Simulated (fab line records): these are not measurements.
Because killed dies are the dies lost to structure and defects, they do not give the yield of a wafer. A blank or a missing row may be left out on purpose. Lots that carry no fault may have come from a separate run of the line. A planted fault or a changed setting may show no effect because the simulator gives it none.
Code-filled problem report in 8D (eight disciplines) form :: flow n5Finfet :: the parts of the form that need people (team, actions taken, sign-off) are left out

1. WHAT WENT WRONG
Mean of trenchDepthNm at N5_BEOL_M11_OCD_MEAS_38: 106.3 nm across 4 wafers in 3 lots; on wafers with no fault it is 148.8 nm (standard deviation 2.8). That is -15 standard deviations from the usual mean.
First seen on wafer L107.3, day 13 03:49, on ocd-02. The record holds 34 wafers of 12 lots with a number at this step. Rule for "out", or "out of limits": more than 4 standard deviations from the usual mean. The other wafers with a number count as sound.

2. WHAT THIS IS AND IS NOT
question: which readings at this step
is: trenchDepthNm
is not: -

question: which lots
is: L107, L108, L110
is not: L100, L101, L102, L103, L116, L118, L120, L121, L999

question: which wafers of those lots
is: L107.3, L108.2, L108.3, L110.2
is not: L107.4, L108.6, L110.4

question: read on which gauges
is: ocd-01, ocd-02
is not: -

question: when
is: from day 13 03:49
is not: up to then (16 sound wafers); but 14 sound wafers of L108, L110, L116, L118, L120, L121 came after

3. SUSPECTS, AND WHAT RULES EACH OUT
Counting: any tool at a process step up to the reading remains a suspect provided it ran every lot that is out. Sound lots after the first of them don't rule it out here, since some wafers of a struck lot are sound.
- the gauge at N5_BEOL_M11_OCD_MEAS_38 has been ruled out. Those wafers that are out were read across 2 gauges (ocd-01, ocd-02).
- rieDiel-06 at N5_BEOL_M11_STRIP_36 (strips in N2/H2): kept. Ran every lot that is out, first one L107 (day 13 03:35); last sound lot up to then L103 (day 11 18:23).
- rieDiel-06 at N5_BEOL_M11_TRENCH_ETCH_37 (etches SiCOH lowk in C4F6/O2, target depth 148.83 nm, time 48 s): kept. Ran every lot that is out, first one L107 (day 13 03:37); last sound lot up to then L103 (day 11 18:25).
- rieDiel-06 at N5_BEOL_M11_ETCH_41 (etches SiCN in CH3F/O2, target depth 42.6 nm, time 86 s): kept. Ran every lot that is out, first one L107 (day 13 03:49); last sound lot up to then L103 (day 11 18:36). With no start given for some of its lots, N5_BEOL_M11_ETCH_41 uses the hours and lot order of N5_BEOL_M11_OCD_MEAS_38.
rieDiel-06 at N5_BEOL_M11_STRIP_36, rieDiel-06 at N5_BEOL_M11_TRENCH_ETCH_37 and rieDiel-06 at N5_BEOL_M11_ETCH_41 are what is left after counting.

4. THE CAUSE (what the simulator had put in)
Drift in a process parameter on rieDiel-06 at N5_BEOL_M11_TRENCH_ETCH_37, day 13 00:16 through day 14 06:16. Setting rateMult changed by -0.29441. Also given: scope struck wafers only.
Counting left 3 suspects, and this tool is among them.

5. THE CHAIN OF EFFECTS, in route order
Each row: a reading where the mean over the struck wafers with a number is more than 3 standard deviations away from the usual. Readings are gone through only where the record gives a usual standard deviation; hours: the median, over the lots, of the time from a lot's start at the first step in this table giving one to that lot's start at this step; sigmas: the change measured in usual standard deviations.
hours: 0
step: N5_BEOL_M11_OCD_MEAS_38
reading: trenchDepthNm
usual: 148.8 nm
on struck wafers: 106.3
change: -42.5
sigmas: -15

hours: 2
step: N5_BEOL_M11_THK_MEAS_53
reading: M11_THK
usual: 140 nm
on struck wafers: 98
change: -42
sigmas: -13

hours: 3
step: N5_BEOL_M11_RS_MEAS_57
reading: M11_RS
usual: 0.151 ohm/sq
on struck wafers: 0.224
change: +0.073
sigmas: +20

hours: 31
step: N5_BEOL_M15_RC_MEAS_101
reading: SERP_M11
usual: 3.06 ohm/um
on struck wafers: 4.54
change: +1.48
sigmas: +16

hours: 31
step: N5_BEOL_M15_RC_MEAS_101
reading: SERP_M11_max_site
usual: 3.14 ohm/um
on struck wafers: 4.61
change: +1.47
sigmas: +15

6. HOW IT WOULD HAVE BEEN CAUGHT EARLIER
The first out-of-limits reading at a measuring or inspecting step in this record came at day 13 03:49, 4 hours after the fault's start at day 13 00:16.
No tool reading at N5_BEOL_M11_TRENCH_ETCH_37 that has a usual standard deviation in the record was out on any struck wafer, so an alarm limit of 4 standard deviations on those readings would not have fired.
L108, L110, from the lots that are out (3), started N5_BEOL_M11_TRENCH_ETCH_37 on rieDiel-06 later than day 13 03:49. A hold on the tool at that time would have spared those 2.
